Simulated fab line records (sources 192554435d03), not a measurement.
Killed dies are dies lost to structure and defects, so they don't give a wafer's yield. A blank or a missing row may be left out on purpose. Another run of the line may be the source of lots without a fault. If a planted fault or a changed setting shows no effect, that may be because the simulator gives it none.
Lot-split experiment :: flow n5-finfet :: route with 1938 steps; 7 lots, 21 wafers read

SPLIT DETAILS
At N5_BEOL_M15_ETCH_61 (etches BARC in N2/H2, target depth 89 nm, overetch 26.7 nm, time 67.9 s), the setting bias-w was moved away from the recipe's 150 W on 4 of the 21 wafers read, by -16.2% to +7.1%. This setting was run at the recipe's value on the other wafers.

Reading taken at the split's own step.

THE READING
rf-vpp-V, in V, at N5_BEOL_M15_ETCH_61 (etches BARC in N2/H2, target depth 89 nm, overetch 26.7 nm, time 67.9 s). A value of 524.3 V with a standard deviation of 2.8 V is what fault-free wafers of this fab line usually give.

wafer: L075.1
tool, chamber at the split: rie-diel-01, 3
bias-w as run, W: 150
against the recipe: recipe
rf-vpp-V, V: 525.8
against lot-mates on the recipe: -

wafer: L075.2
tool, chamber at the split: rie-diel-01, 1
bias-w as run, W: 150
against the recipe: recipe
rf-vpp-V, V: 525.2
against lot-mates on the recipe: -

wafer: L075.5
tool, chamber at the split: rie-diel-01, 1
bias-w as run, W: 150
against the recipe: recipe
rf-vpp-V, V: 527.4
against lot-mates on the recipe: -

wafer: L082.1
tool, chamber at the split: rie-diel-02, 1
bias-w as run, W: 150
against the recipe: recipe
rf-vpp-V, V: 522.0
against lot-mates on the recipe: -

wafer: L082.3
tool, chamber at the split: rie-diel-02, 0
bias-w as run, W: 150
against the recipe: recipe
rf-vpp-V, V: 526.7
against lot-mates on the recipe: -

wafer: L082.4
tool, chamber at the split: rie-diel-02, 2
bias-w as run, W: 150
against the recipe: recipe
rf-vpp-V, V: 527.8
against lot-mates on the recipe: -

wafer: L085.1
tool, chamber at the split: rie-diel-01, 3
bias-w as run, W: 160.6
against the recipe: +7.1%
rf-vpp-V, V: 548.7
against lot-mates on the recipe: +26.7

wafer: L085.5
tool, chamber at the split: rie-diel-01, 3
bias-w as run, W: 160.6
against the recipe: +7.1%
rf-vpp-V, V: 550.1
against lot-mates on the recipe: +28.1

wafer: L085.6
tool, chamber at the split: rie-diel-01, 0
bias-w as run, W: 150
against the recipe: recipe
rf-vpp-V, V: 522.0
against lot-mates on the recipe: -

wafer: L080.1
tool, chamber at the split: rie-diel-02, 2
bias-w as run, W: 150
against the recipe: recipe
rf-vpp-V, V: 528.3
against lot-mates on the recipe: -

wafer: L080.5
tool, chamber at the split: rie-diel-02, 0
bias-w as run, W: 150
against the recipe: recipe
rf-vpp-V, V: 525.0
against lot-mates on the recipe: -

wafer: L080.6
tool, chamber at the split: rie-diel-02, 1
bias-w as run, W: 150
against the recipe: recipe
rf-vpp-V, V: 520.6
against lot-mates on the recipe: -

wafer: L084.1
tool, chamber at the split: rie-diel-02, 0
bias-w as run, W: 150
against the recipe: recipe
rf-vpp-V, V: 525.9
against lot-mates on the recipe: -

wafer: L084.2
tool, chamber at the split: rie-diel-02, 2
bias-w as run, W: 150
against the recipe: recipe
rf-vpp-V, V: 527.0
against lot-mates on the recipe: -

wafer: L084.4
tool, chamber at the split: rie-diel-02, 1
bias-w as run, W: 150
against the recipe: recipe
rf-vpp-V, V: 524.3
against lot-mates on the recipe: -

wafer: L089.3
tool, chamber at the split: rie-diel-06, 0
bias-w as run, W: 150
against the recipe: recipe
rf-vpp-V, V: 521.1
against lot-mates on the recipe: -

wafer: L089.4
tool, chamber at the split: rie-diel-06, 2
bias-w as run, W: 150
against the recipe: recipe
rf-vpp-V, V: 526.2
against lot-mates on the recipe: -

wafer: L089.6
tool, chamber at the split: rie-diel-06, 3
bias-w as run, W: 125.7
against the recipe: -16.2%
rf-vpp-V, V: 467.0
against lot-mates on the recipe: -56.7

wafer: L094.1
tool, chamber at the split: rie-diel-01, 1
bias-w as run, W: 130.2
against the recipe: -13.2%
rf-vpp-V, V: 480.2
against lot-mates on the recipe: -44.8

wafer: L094.4
tool, chamber at the split: rie-diel-01, 2
bias-w as run, W: 150
against the recipe: recipe
rf-vpp-V, V: 524.8
against lot-mates on the recipe: -

wafer: L094.6
tool, chamber at the split: rie-diel-01, 2
bias-w as run, W: 150
against the recipe: recipe
rf-vpp-V, V: 525.2
against lot-mates on the recipe: -

THE FIT
A straight line over all 21 wafers: rf-vpp-V changes by +3.5 V for each +1% of bias-w; r = +0.99; the points scatter about the line by 2.2 V.
The same after taking each lot's own level away (the mean of its wafers on the recipe; 21 wafers): +3.54 V for each +1%; r = +0.99; scatter 2.1 V.
Per that fit: largest bias-w move, reading shift of 57 V.
Across the lots, their own levels run from 522.00 to 526.13 V, a range of 1.5 times the standard deviation given above.
Consequently the slope shifts little with the lot-to-lot level, the two slopes agreeing.
Check: -57.5 V against its lot-mates is what the line predicts for one of the wafers moved furthest among these (-16.2%) when that wafer is left out of the fit. It came out at -56.7 V against them.
Tool readings at the split's step, against how far the setting was moved: rf-vpp-V r = +0.99.

OTHER SPLITS ON THESE WAFERS
Before the reading, these wafers also passed through other splits. Each is held against what the fit with the lots' levels taken away leaves over:
other split on the same wafers: N5_BEOL_M13_TRENCH_ETCH_34 time-s
wafers away from the commonest value: 5
r with rf-vpp-V (lot level and that fit taken away): +0.13

other split on the same wafers: N5_BEOL_M14_TRENCH_ETCH_34 time-s
wafers away from the commonest value: 7
r with rf-vpp-V (lot level and that fit taken away): -0.24

other split on the same wafers: N5_BEOL_M15_PEB_26 peb-time-s
wafers away from the commonest value: 8
r with rf-vpp-V (lot level and that fit taken away): -0.06

THE FILE'S OWN FIT
rf-vpp-V changes by +3.5 V for each +1% of bias-w, r = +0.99.
